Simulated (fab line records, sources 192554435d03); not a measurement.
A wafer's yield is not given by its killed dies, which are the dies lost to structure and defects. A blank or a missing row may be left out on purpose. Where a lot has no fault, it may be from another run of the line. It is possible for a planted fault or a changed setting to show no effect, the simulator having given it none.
Matching of chambers | flow n5 finfet | N5_BEOL_M5_CO_CAP_78 on cvd co-02 has 3 sister chambers
The step material Co, precursor CCTBA/H2, target thk 2 nm, time 102.1 s. 3 wafers are shown with their chamber, then 12 later ones without.

== WAFERS PAIRED WITH THEIR CHAMBERS ==
wafer  | chamber | heater power w (W)
L084.6 | 2       | 202
L085.5 | 1       | 302
L085.6 | 0       | 239

== WAFERS WITH NO CHAMBER GIVEN ==
wafer  | heater power w (W)
L086.1 | 200
L086.3 | 238
L086.5 | 297
L093.3 | 201
L093.4 | 204
L093.6 | 312
L095.2 | 226
L095.3 | 202
L095.4 | 230
L097.3 | 195
L097.5 | 236
L097.6 | 203

== WHICH CHAMBER EACH WENT THROUGH ==
wafer  | from the rows above     | in truth
L086.1 | 2                       | 2
L086.3 | 0                       | 0
L086.5 | 1                       | 1
L093.3 | 2                       | 2
L093.4 | 2                       | 2
L093.6 | 1                       | 1
L095.2 | can't be placed: 0 or 2 | 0
L095.3 | 2                       | 2
L095.4 | 0                       | 0
L097.3 | 2                       | 2
L097.5 | 0                       | 0
L097.6 | 2                       | 2
11 of 12 placed correctly. Unplaceable from these rows: 1, with the true chamber sitting among the candidates in 1. Wrongly placed: 0.
How it was worked out, from the rows above alone: a wafer's distance from a chamber is the root of the sum, over the readings, of the square of ((its reading less the chamber's mean) divided by the reading's scatter). If the next closest chamber is less than 2 further off than the closest, the wafer can't be placed; otherwise it belongs to the closest. A chamber's mean is the mean of its shown wafers. The scatter (one wafer shown for each chamber): square how far every hidden wafer sits from the nearest shown wafer, average those squares and take the square root.
